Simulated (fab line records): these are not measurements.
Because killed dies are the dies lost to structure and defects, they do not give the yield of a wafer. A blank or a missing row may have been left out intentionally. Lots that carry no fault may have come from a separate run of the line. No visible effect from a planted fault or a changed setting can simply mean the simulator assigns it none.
The tool behind it: which one? | flow nand-harc | 13 lots, 39 wafers sampled, at 5 steps of a route of 1302

== WHAT EACH GAUGE READ, for each wafer ==
NHARC_THIN_TSV_CD_MEAS_12: target cd 1000 nm. Usual: cd-nm 999.9 nm, standard deviation 1.6.
lot  | measured     | on        | cd-nm (nm)           | flag
L612 | day 24 01:25 | cd-sem-02 | 999.9 1001.0 1000.9  |
L611 | day 24 11:07 | cd-sem-01 | 998.9 998.5 1000.0   |
L614 | day 24 09:49 | cd-sem-02 | 1000.0 1000.6 998.8  |
L617 | day 25 23:13 | cd-sem-01 | 999.7 999.9 1001.5   |
L618 | day 26 23:09 | cd-sem-03 | 997.5 999.5 998.2    |
L622 | day 28 20:37 | cd-sem-03 | 998.2 999.1 1001.0   |
L621 | day 28 23:45 | cd-sem-01 | 1002.2 1000.4 1000.8 |
L623 | day 29 06:07 | cd-sem-03 | 998.6 999.6 1000.1   |
L624 | day 29 04:46 | cd-sem-01 | 1003.5 1002.1 1004.1 |
L625 | day 30 19:40 | cd-sem-03 | 999.3 999.9 1000.9   |
L630 | day 32 02:43 | cd-sem-01 | 998.4 998.6 1000.4   |
L633 | day 32 03:55 | cd-sem-03 | 1000.4 1000.1 999.8  |
L632 | day 32 05:01 | cd-sem-02 | 1000.3 998.7 998.8   |

NHARC_END_SORT_01. Usual: killed-at-array 52, standard deviation 18; killed-at-other 0.6, standard deviation 1.1; killed-at-periphery 3.7, standard deviation 2.4; killed-dies 57, standard deviation 19; killed-open 3.1, standard deviation 1.7; killed-short 2.5, standard deviation 1.7.
lot  | measured     | on        | killed-at-array | killed-at-other | killed-at-periphery | killed-dies | killed-open | killed-short | flag
L630 | day 32 20:50 | prober-01 | 163 133 154     | 0 0 0           | 4 2 2               | 167 135 156 | 7 4 5       | 0 3 0        | OFF
L632 | day 33 05:00 | prober-02 | 159 137 152     | 2 0 1           | 8 8 7               | 169 145 160 | 5 6 1       | 4 4 3        | OFF

== EACH LOT AND THE TOOL THAT RAN IT (in order: tool; ch and the chambers of the sampled wafers; start) ==
lot  | NHARC_A_CONTACT_ETCH_112             | NHARC_THIN_TSV_ETCH_44             | NHARC_THIN_TSV_CMP_21
L612 | har-cap-etch-02 ch 0,1, day 21 23:34 | rie-diel-06 ch 0,2, day 24 01:39   | cmp-01 ch 0,1,2, day 24 05:53
L611 | har-cap-etch-02 ch 0,1, day 22 05:06 | rie-diel-03 ch 1,2,3, day 24 11:37 | cmp-01 ch 2,3, day 24 15:47
L614 | har-cap-etch-03 ch 0,1, day 22 08:49 | rie-diel-12 ch 0,1, day 24 10:04   | cmp-01 ch 0,2,3, day 24 14:11
L617 | har-cap-etch-01 ch 0,1, day 23 16:37 | rie-diel-12 ch 0,1,2, day 25 23:35 | cmp-02 ch 0,2,3, day 26 03:35
L618 | har-cap-etch-01 ch 0,1, day 24 19:08 | rie-diel-03 ch 0,1,3, day 26 23:31 | cmp-01 ch 1,2,3, day 27 03:32
L622 | har-cap-etch-03 ch 0,1, day 26 12:32 | rie-diel-12 ch 0,1,3, day 28 20:52 | cmp-01 ch 0,1,3, day 29 00:58
L621 | har-cap-etch-01 ch 0,1, day 26 13:02 | rie-diel-03 ch 0,1,2, day 29 00:06 | cmp-02 ch 1,2,3, day 29 04:10
L623 | har-cap-etch-02 ch 0,1, day 26 17:07 | rie-diel-06 ch 1,2,3, day 29 06:23 | cmp-01 ch 1,2,3, day 29 10:33
L624 | har-cap-etch-03 ch 0,1, day 27 02:50 | rie-diel-12 ch 0,1,2, day 29 05:15 | cmp-04 ch 0,2,3, day 29 09:22
L625 | har-cap-etch-03 ch 0,1, day 28 12:01 | rie-diel-12 ch 0,1,3, day 30 20:01 | cmp-02 ch 0,1,2, day 30 23:58
L630 | har-cap-etch-02 ch 0,1, day 29 14:26 | rie-diel-12 ch 0,1,2, day 32 03:04 | cmp-01 ch 2,3, day 32 07:01
L633 | har-cap-etch-03 ch 0,1, day 29 20:25 | rie-diel-03 ch 1,2,3, day 32 04:14 | cmp-02 ch 0,2,3, day 32 08:14
L632 | har-cap-etch-02 ch 0,1, day 29 23:52 | rie-diel-06 ch 0,2,3, day 32 05:22 | cmp-02 ch 0,1,3, day 32 09:22
- NHARC_A_CONTACT_ETCH_112: etches the open film in C4F8/O2/Ar, time 190 s, target depth 1850 nm.
- NHARC_THIN_TSV_ETCH_44: etches the open film in CF4/O2, target depth 1594.2 nm, time 797.1 s.
- NHARC_THIN_TSV_CMP_21: polishes, t overpolish 30 s, target thk 2000 nm.

== WHAT THE TOOLS THEMSELVES READ (means of the sampled wafers that have a number; where no wafer has one, the mark that the record gives instead) ==
NHARC_THIN_TSV_ETCH_44. Usual: drypump-motor-current-A is 5.8 A with standard deviation 0.53, o2-flow-sccm is 9.997 sccm with standard deviation 0.028, oes-product-au is 1.000 a.u. with standard deviation 0.01, rf-fwd-power-W is 299.6 W with standard deviation 0.81, rf-vpp-V is 797 V with standard deviation 4.5, showerhead-plenum-p-Torr is 1.87 Torr with standard deviation 0.071, and throttle-valve-pct is 16.915 % with standard deviation 0.0087.
lot  | tool        | drypump-motor-current-A (A) | o2-flow-sccm (sccm) | oes-product-au (a.u.) | rf-fwd-power-W (W) | rf-vpp-V (V) | showerhead-plenum-p-Torr (Torr) | throttle-valve-pct (%) | flag
L612 | rie-diel-06 | 5.6                         | 9.994               | 0.989                 | 299.0              | 801          | 1.94                            | 16.918                 |
L611 | rie-diel-03 | 5.8                         | 9.991               | 0.998                 | 300.3              | 797          | 1.87                            | 16.915                 |
L614 | rie-diel-12 | 6.0                         | 10.007              | 1.006                 | 299.5              | 791          | 1.78                            | 16.918                 |
L617 | rie-diel-12 | 6.1                         | 10.016              | 1.001                 | 299.2              | 796          | 1.85                            | 16.911                 |
L618 | rie-diel-03 | 5.8                         | 9.973               | 1.002                 | 299.9              | 796          | 1.86                            | 16.913                 |
L622 | rie-diel-12 | 5.6                         | 9.990               | 0.995                 | 299.3              | 796          | 1.86                            | 16.906                 |
L621 | rie-diel-03 | 5.7                         | 10.019              | 1.004                 | 300.5              | 798          | 1.89                            | 16.911                 |
L623 | rie-diel-06 | 5.4                         | 10.009              | 0.995                 | 299.2              | 796          | 1.86                            | 16.911                 |
L624 | rie-diel-12 | 6.1                         | 9.976               | 1.002                 | 299.7              | 796          | 1.85                            | 16.913                 |
L625 | rie-diel-12 | 5.6                         | 10.007              | 1.006                 | 299.8              | 795          | 1.86                            | 16.917                 |
L630 | rie-diel-12 | 6.1                         | 9.979               | 1.004                 | 299.6              | 796          | 1.85                            | 16.914                 |
L633 | rie-diel-03 | 5.8                         | 9.990               | 0.992                 | 298.6              | 797          | 1.87                            | 16.917                 |
L632 | rie-diel-06 | 5.6                         | 9.999               | 0.998                 | 299.6              | 801          | 1.92                            | 16.911                 |

NHARC_THIN_TSV_CMP_21. Usual: motor-current-A 12.4 A, standard deviation 1.2; overpolish-run-s 30.001 s, standard deviation 0.0091.
lot  | tool   | motor-current-A (A) | overpolish-run-s (s) | flag
L612 | cmp-01 | 12.3                | 29.995               |
L611 | cmp-01 | 13.1                | 30.001               |
L614 | cmp-01 | 13.2                | 30.009               |
L617 | cmp-02 | 12.5                | 30.003               |
L618 | cmp-01 | 11.9                | 30.000               |
L622 | cmp-01 | 12.1                | 29.994               |
L621 | cmp-02 | 12.3                | 30.001               |
L623 | cmp-01 | 12.0                | 29.996               |
L624 | cmp-04 | 12.1                | 30.001               |
L625 | cmp-02 | 12.7                | 30.006               |
L630 | cmp-01 | 13.0                | 30.003               |
L633 | cmp-02 | 12.3                | 29.995               |
L632 | cmp-02 | 13.4                | 29.999               |

== THE ANSWER, worked out from the rows above alone ==
Rule: take the mean of a lot's wafers that have a number; if it is more than 3 standard deviations from the usual mean, the lot is off. Also off: a lot with no number at a reading for which 4 or more lots have one. All remaining lots with rows at the step are treated as sound. First the gauges in route order, then the tools' own readings, where a lot's mean is used as printed above. The first step at which some lot is off is used, and at that step the reading that is off furthest; a lot without a number counts as furthest.
Off: L630, L632, at NHARC_END_SORT_01 (killed-at-array). Neither off nor sound, because the step has no rows for them: L612, L611, L614, L617, L618, L622, L621, L623, L624, L625, L633.
If a tool, at a process step before that reading, ran all the lots that are off and no sound lot after the first of them, it fits. Gauges at NHARC_END_SORT_01: tried the same way as those tools. One candidate fits, namely har-cap-etch-02 at NHARC_A_CONTACT_ETCH_112. It ran no sound lot before its first lot that is off in this sample, so the start can't be narrowed down.

== WHAT THE SIMULATOR HAD PUT IN ==
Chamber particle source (har-cap-etch-02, NHARC_A_CONTACT_ETCH_112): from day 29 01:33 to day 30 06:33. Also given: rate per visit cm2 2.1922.
Struck lots among those shown: L630, L632. The rule above reached the same finding.
